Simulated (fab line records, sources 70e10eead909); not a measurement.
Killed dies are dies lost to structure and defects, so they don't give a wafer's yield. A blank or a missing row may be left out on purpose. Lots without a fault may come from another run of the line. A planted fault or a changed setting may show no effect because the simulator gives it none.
Chamber matching | flow nand_harc | NHARC_A_CHANNEL_FILL_D1_ALD_16 on ald_hk-01: 4 sister chambers
The step deposits SiO2, target thk 1.5 nm, pulse time 10 s, ald cycles 15. 8 wafers are shown with their chamber, then 9 later ones without.

WAFERS WITH THEIR CHAMBER
wafer  | chamber | heater_power_w (W) | susceptor_temp_C (C)
L076.2 | 0       | 458                | 299.98
L078.1 | 0       | 443                | 300.15
L078.6 | 1       | 431                | 299.85
L079.1 | 3       | 521                | 299.69
L079.4 | 1       | 427                | 299.91
L085.2 | 2       | 534                | 299.84
L085.4 | 3       | 493                | 299.93
L085.6 | 2       | 513                | 299.81

WAFERS WITHOUT THEIR CHAMBER
wafer  | heater_power_w (W) | susceptor_temp_C (C)
L088.1 | 535                | 300.03
L088.4 | 465                | 299.92
L088.6 | 514                | 299.96
L091.3 | 465                | 300.24
L091.4 | 482                | 300.04
L091.5 | 461                | 300.29
L093.1 | 501                | 300.16
L093.2 | 519                | 300.20
L093.5 | 452                | 300.08

WHICH CHAMBER EACH WENT THROUGH
wafer  | from the rows above               | in truth
L088.1 | can't be placed: 2 or 3           | 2
L088.4 | can't be placed: 0 or 1 or 3      | 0
L088.6 | can't be placed: 2 or 3           | 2
L091.3 | 0                                 | 0
L091.4 | can't be placed: 0 or 3 or 2 or 1 | 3
L091.5 | 0                                 | 0
L093.1 | can't be placed: 3 or 2 or 0      | 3
L093.2 | can't be placed: 2 or 3 or 0      | 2
L093.5 | 0                                 | 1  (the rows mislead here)
Placed correctly: 2 of 9. Can't be placed from these rows: 6 (the true chamber is among the candidates in 6). Placed wrongly: 1.
How it was worked out, from the rows above alone: a wafer's distance from a chamber is the root of the sum, over the readings, of the square of ((its reading less the chamber's mean) divided by the reading's scatter). The wafer belongs to the nearest chamber; if the next one is less than 2 further off, it can't be placed. A chamber's mean is the mean of its shown wafers. The scatter: the root of (the sum of the squares of (reading less its chamber's mean) over the shown wafers, divided by (wafers less chambers)).
